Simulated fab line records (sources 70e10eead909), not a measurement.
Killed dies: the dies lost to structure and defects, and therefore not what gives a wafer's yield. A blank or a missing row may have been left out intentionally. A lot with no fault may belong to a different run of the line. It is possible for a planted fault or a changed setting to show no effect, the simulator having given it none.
8D (eight disciplines) problem report, filled in by code    flow nand harc    the parts of the form that need people (team, actions taken, sign-off) are left out

== 1. THE ISSUE ==
Mean of killed at periphery at NHARC_END_SORT_01: 62.0 across 6 wafers in 2 lots; on wafers with no fault it is 4.0 (standard deviation 2.6). Measured from the usual mean, that is +22 standard deviations.
First observed at day 30 23:26: wafer L559.2, on prober-02. The record holds 6 wafers of 2 lots with a number at this step. By rule, "out" or "out of limits" means more than 4 standard deviations away from the usual mean. The rest of the wafers with a number are treated as sound.

== 2. WHAT IT IS; WHAT IT IS NOT ==
question                     is                      is not
which readings at this step  killed at periphery     killed at array, killed open, killed short
which lots                   L558, L559              -
which wafers of those lots   all that have a number  -
read on which gauges         prober-01, prober-02    -
when                         from day 30 23:26       up to then (0 sound wafers)

== 3. SUSPECTS, AND WHAT RULES EACH OUT ==
Counting: a tool stays on the suspect list if, at a process step up to the reading, it processed all lots that are out and no sound lot following the first of them.
- the gauge at NHARC_END_SORT_01 has been ruled out. The wafers that are out were read on 2 gauges (prober-01, prober-02).
- pvd sputter-03 at NHARC_P_CONTACT_PRE_CLEAN_39 (time 19.5 s): kept. It ran every lot that is out, first L558 (day 12 20:17), and no sound lot after that.
- pvd sputter-01 at NHARC_THIN_TSV_DEGAS_53 (time 60 s): kept. It ran every lot that is out, first L559 (day 30 09:31), and no sound lot after that.
- rie diel-10 at NHARC_THIN_TSV_DESCUM_35 (chemistry O2, time 3 s): kept. It ran every lot that is out, first L559 (day 30 10:50), and no sound lot after that.
After the count, these remain: pvd sputter-03 at NHARC_P_CONTACT_PRE_CLEAN_39, pvd sputter-01 at NHARC_THIN_TSV_DEGAS_53 and rie diel-10 at NHARC_THIN_TSV_DESCUM_35.

== 4. THE CAUSE (what the simulator had put in) ==
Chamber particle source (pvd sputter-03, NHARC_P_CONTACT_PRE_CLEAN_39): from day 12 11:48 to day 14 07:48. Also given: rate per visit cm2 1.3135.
Counting left 3 suspects, and this tool is among them.

== 5. THE CHAIN OF EFFECTS, in route order ==
One row per reading whose mean, taken over the struck wafers that have a number, lies over 3 standard deviations from the usual. Scope: only readings with a usual standard deviation given in the record; hours: median across lots of the time from each lot's start at the first step in this table that gives one to its start at this step; sigmas: change in usual standard deviations.
hours  step               reading              usual  on struck wafers  change  sigmas
0      NHARC_END_SORT_01  killed at periphery  4.0    62.0              +58.0   +22

== 6. HOW IT WOULD HAVE BEEN CAUGHT EARLIER ==
Counted from the fault's start at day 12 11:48, it took 444 hours until the first out-of-limits reading at a measuring or inspecting step in this record, taken at day 30 23:26.
The start of NHARC_P_CONTACT_PRE_CLEAN_39 on pvd sputter-03 came by day 30 23:26 for every one of the lots that are out (2). Tool hold at that time: it would have spared none of them.
